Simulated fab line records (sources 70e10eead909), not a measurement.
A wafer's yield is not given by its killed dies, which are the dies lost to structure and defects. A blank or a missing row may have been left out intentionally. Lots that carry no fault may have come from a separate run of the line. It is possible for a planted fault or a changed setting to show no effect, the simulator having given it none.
Which tool did it?    flow nand harc    36 wafers from 12 lots sampled at 5 of the route's 1302 steps

== WHAT THE GAUGES READ, wafer by wafer ==
NHARC_END_SORT_01. Usual: killed at array 58, standard deviation 20; killed at other 1.0, standard deviation 1.2; killed at periphery 4.1, standard deviation 3; killed dies 63, standard deviation 20; killed open 3.2, standard deviation 1.7; killed short 2.5, standard deviation 1.5.
lot   measured      on         killed at array  killed at other  killed at periphery  killed dies  killed open  killed short  flag
L826  day 25 13:08  prober-01  64 41 51         3 0 1            8 6 5                75 47 57     2 6 2        3 4 3         
L823  day 25 15:17  prober-02  56 67 65         1 2 0            1 2 3                58 71 68     1 4 0        3 1 1         
L824  day 25 06:03  prober-01  74 65 63         0 1 0            2 2 0                76 68 63     4 1 1        4 2 0         
L828  day 26 09:28  prober-01  102 79 82        1 2 4            8 2 7                111 83 93    4 2 5        2 2 2         
L829  day 26 05:01  prober-02  29 28 21         2 1 1            1 2 7                32 31 29     1 4 9        4 4 2         
L831  day 27 08:33  prober-01  82 76 84         0 0 0            2 6 1                84 82 85     6 5 1        4 5 3         
L834  day 28 21:06  prober-01  67 74 66         0 0 2            7 9 4                74 83 72     1 3 0        2 2 2         
L840  day 30 23:25  prober-01  81 99 99         0 2 0            2 3 0                83 104 99    4 2 2        5 6 3         
L842  day 32 00:02  prober-01  89 67 77         0 3 2            4 1 3                93 71 82     5 1 5        4 4 2         
L841  day 31 15:04  prober-02  72 70 57         1 0 0            1 3 3                74 73 60     4 4 3        1 7 3         
L843  day 33 00:26  prober-02  75 82 78         4 1 3            8 6 6                87 89 87     1 4 2        3 2 0         
L844  day 33 00:31  prober-01  64 52 48         2 0 3            4 5 3                70 57 54     4 4 4        2 4 1         

== WHAT TOOL EACH LOT RAN ON (gives the tool, then ch and the chambers of the sampled wafers, and finally the start) ==
lot   NHARC_A_STAIRCASE_ETCH_294                     NHARC_A_STAIRCASE_ETCH_313          NHARC_A_STAIRCASE_ETCH_315          NHARC_A_STAIRCASE_ALD_415
L826  rie diel-07 ch 1,2,3, day 17 19:37 or earlier  rie diel-08 ch 1,3, day 17 19:37    rie diel-08 ch 1,2,3, day 17 20:59  ald hk-02 ch 2,3, day 17 22:26
L823  rie diel-07 ch 0,1,2, day 17 22:53 or earlier  rie diel-06 ch 2,3, day 17 22:53    rie diel-06 ch 1,2,3, day 17 23:32  ald hk-04 ch 2,3, day 18 01:13
L824  rie diel-06 ch 1,2, day 18 00:45 or earlier    rie diel-08 ch 0,2,3, day 18 00:45  rie diel-08 ch 0,1, day 18 01:17    ald hk-03 ch 0,1, day 18 02:36
L828  rie diel-06 ch 1,2, day 19 01:12 or earlier    rie diel-07 ch 2,3, day 19 01:12    rie diel-07 ch 0,1, day 19 01:42    ald hk-03 ch 1,2,3, day 19 03:12
L829  rie diel-07 ch 1,2, day 19 02:09 or earlier    rie diel-06 ch 1,2,3, day 19 02:09  rie diel-06 ch 0,1, day 19 02:41    ald hk-02 ch 0,2,3, day 19 04:42
L831  rie diel-07 ch 0,1, day 20 03:11 or earlier    rie diel-07 ch 0,2,3, day 20 03:11  rie diel-07 ch 1,2, day 20 03:45    ald hk-03 ch 2,3, day 20 05:16
L834  rie diel-07 ch 0,1,3, day 21 08:59 or earlier  rie diel-07 ch 1,2, day 21 08:59    rie diel-07 ch 0,1, day 21 09:29    ald hk-03 ch 1,2,3, day 21 11:27
L840  rie diel-07 ch 0,2,3, day 23 20:14 or earlier  rie diel-07 ch 0,1,3, day 23 20:14  rie diel-07 ch 0,1,3, day 23 20:49  ald hk-04 ch 0,1,2, day 23 22:16
L842  rie diel-06 ch 1,2, day 24 15:06 or earlier    rie diel-07 ch 0,1,3, day 24 15:06  rie diel-07 ch 1,2,3, day 24 15:45  ald hk-02 ch 0,1,3, day 24 17:24
L841  rie diel-06 ch 1,3, day 24 17:35 or earlier    rie diel-08 ch 1,2, day 24 17:35    rie diel-08 ch 1,2, day 24 18:11    ald hk-04 ch 1,2, day 24 19:29
L843  rie diel-07 ch 0,2,3, day 25 14:46 or earlier  rie diel-07 ch 0,1,3, day 25 14:46  rie diel-07 ch 0,1,2, day 25 15:34  ald hk-03 ch 1,2,3, day 25 16:50
L844  rie diel-08 ch 1,2,3, day 25 18:06 or earlier  rie diel-07 ch 1,2,3, day 25 18:06  rie diel-07 ch 0,1,3, day 25 18:37  ald hk-04 ch 0,1,2, day 25 19:53
- NHARC_A_STAIRCASE_ETCH_294: etches the open film in C4F8/O2/Ar, target depth 4989 nm, time 1211.6 s.
- NHARC_A_STAIRCASE_ETCH_313: etches the open film in CF4/CHF3.
- NHARC_A_STAIRCASE_ETCH_315: etches the open film in C4F8/O2/Ar, target depth 2500 nm, time 607.1 s.
- NHARC_A_STAIRCASE_ALD_415: deposits SiO2, target thk 30 nm, pulse time 6 s, ald cycles 300.

== WHAT THE TOOLS THEMSELVES READ (means of the sampled wafers that have a number; where no wafer has one, the mark that the record gives instead) ==
NHARC_A_STAIRCASE_ETCH_294. Usual: oes product au 0.930 a.u., standard deviation 0.011; rf fwd power W 599.4 W, standard deviation 1.9; rf vpp V 1827 V, standard deviation 8.5.
lot   tool         oes product au (a.u.)  rf fwd power W (W)  rf vpp V (V)  flag
L826  rie diel-07  0.933                  599.1               1831          
L823  rie diel-07  0.923                  598.6               1837          
L824  rie diel-06  0.926                  599.0               1823          
L828  rie diel-06  0.923                  596.8               1822          
L829  rie diel-07  0.925                  598.1               1834          
L831  rie diel-07  0.921                  599.6               1839          
L834  rie diel-07  0.930                  599.0               1832          
L840  rie diel-07  0.933                  600.5               1833          
L842  rie diel-06  0.950                  598.7               1822          
L841  rie diel-06  0.936                  598.1               1823          
L843  rie diel-07  0.928                  600.8               1832          
L844  rie diel-08  0.919                  600.5               1820          

NHARC_A_STAIRCASE_ETCH_313. Usual: drypump motor current A 5.6 A, standard deviation 0.44; oes product au 0.924 a.u., standard deviation 0.014; rf fwd power W 496.7 W, standard deviation 1.8; rf vpp V 370.8 V, standard deviation 1.8; showerhead plenum p Torr 1.58 Torr, standard deviation 0.05; throttle valve pct 16.803 %, standard deviation 0.0092.
lot   tool         drypump motor current A (A)  oes product au (a.u.)  rf fwd power W (W)  rf vpp V (V)  showerhead plenum p Torr (Torr)  throttle valve pct (%)  flag
L826  rie diel-08  5.7                          0.954                  497.7               370.9         1.56                             16.805                  
L823  rie diel-06  6.2                          0.924                  493.6               369.2         1.55                             16.799                  
L824  rie diel-08  5.4                          0.925                  496.4               369.1         1.54                             16.801                  
L828  rie diel-07  5.3                          0.922                  496.5               371.9         1.60                             16.802                  
L829  rie diel-06  6.1                          0.921                  496.3               369.1         1.55                             16.809                  
L831  rie diel-07  5.5                          0.916                  497.1               371.8         1.61                             16.808                  
L834  rie diel-07  5.1                          0.922                  496.7               372.6         1.61                             16.804                  
L840  rie diel-07  5.5                          0.917                  495.4               371.8         1.60                             16.803                  
L842  rie diel-07  5.5                          0.919                  498.7               371.2         1.60                             16.794                  
L841  rie diel-08  5.5                          0.941                  499.2               369.8         1.56                             16.800                  
L843  rie diel-07  5.5                          0.919                  496.9               371.4         1.60                             16.805                  
L844  rie diel-07  5.2                          0.919                  497.2               370.9         1.58                             16.807                  

NHARC_A_STAIRCASE_ETCH_315. Usual: oes product au 0.927 a.u., standard deviation 0.011; rf fwd power W 599.0 W, standard deviation 1.8; rf vpp V 1829 V, standard deviation 7.8.
lot   tool         oes product au (a.u.)  rf fwd power W (W)  rf vpp V (V)  flag
L826  rie diel-08  0.925                  599.7               1822          
L823  rie diel-06  0.933                  597.3               1824          
L824  rie diel-08  0.932                  598.9               1830          
L828  rie diel-07  0.918                  601.0               1839          
L829  rie diel-06  0.933                  600.0               1829          
L831  rie diel-07  1.010                  694.9               1834          OFF
L834  rie diel-07  1.015                  695.1               1837          OFF
L840  rie diel-07  0.923                  599.1               1831          
L842  rie diel-07  0.924                  600.7               1829          
L841  rie diel-08  0.941                  599.7               1824          
L843  rie diel-07  0.925                  598.3               1834          
L844  rie diel-07  0.931                  600.8               1830          

NHARC_A_STAIRCASE_ALD_415. Usual: heater power w 462 W, standard deviation 26; precursor pulse height rel 1.000, standard deviation 0.019; susceptor temp C 300.00 C, standard deviation 0.21.
lot   tool       heater power w (W)  precursor pulse height rel  susceptor temp C (C)  flag
L826  ald hk-02  466                 0.980                       300.11                
L823  ald hk-04  492                 1.009                       299.74                
L824  ald hk-03  445                 0.996                       299.82                
L828  ald hk-03  467                 1.008                       300.26                
L829  ald hk-02  467                 0.984                       299.87                
L831  ald hk-03  467                 0.978                       300.12                
L834  ald hk-03  470                 0.992                       299.77                
L840  ald hk-04  453                 1.011                       300.00                
L842  ald hk-02  469                 0.982                       299.91                
L841  ald hk-04  436                 1.024                       300.01                
L843  ald hk-03  454                 0.982                       300.12                
L844  ald hk-04  458                 0.996                       300.07                

== THE ANSWER, worked out from the rows above alone ==
Rule: lot off if the mean of its wafers having a number is beyond 3 standard deviations from the usual mean. A lot without any number at a reading at which 4 lots or more have one is off too. Where the step has rows for the other lots, those lots are counted as sound. After the gauges, taken in route order, come the tools' own readings; for these a lot's mean is taken, as printed above. The first step at which some lot is off is used, and at that step the reading that is off furthest; a lot without a number counts as furthest.
Off at NHARC_A_STAIRCASE_ETCH_315 (rf fwd power W): L831, L834.
A tool fits if, at that step or a process step before it, it ran every lot that is off, and no sound lot after the first of them. NHARC_A_STAIRCASE_ETCH_294 gives no start for some lots, so the hours and the order of its lots are those of NHARC_A_STAIRCASE_ETCH_313. No candidate that was tried fits.

== WHAT THE SIMULATOR HAD PUT IN ==
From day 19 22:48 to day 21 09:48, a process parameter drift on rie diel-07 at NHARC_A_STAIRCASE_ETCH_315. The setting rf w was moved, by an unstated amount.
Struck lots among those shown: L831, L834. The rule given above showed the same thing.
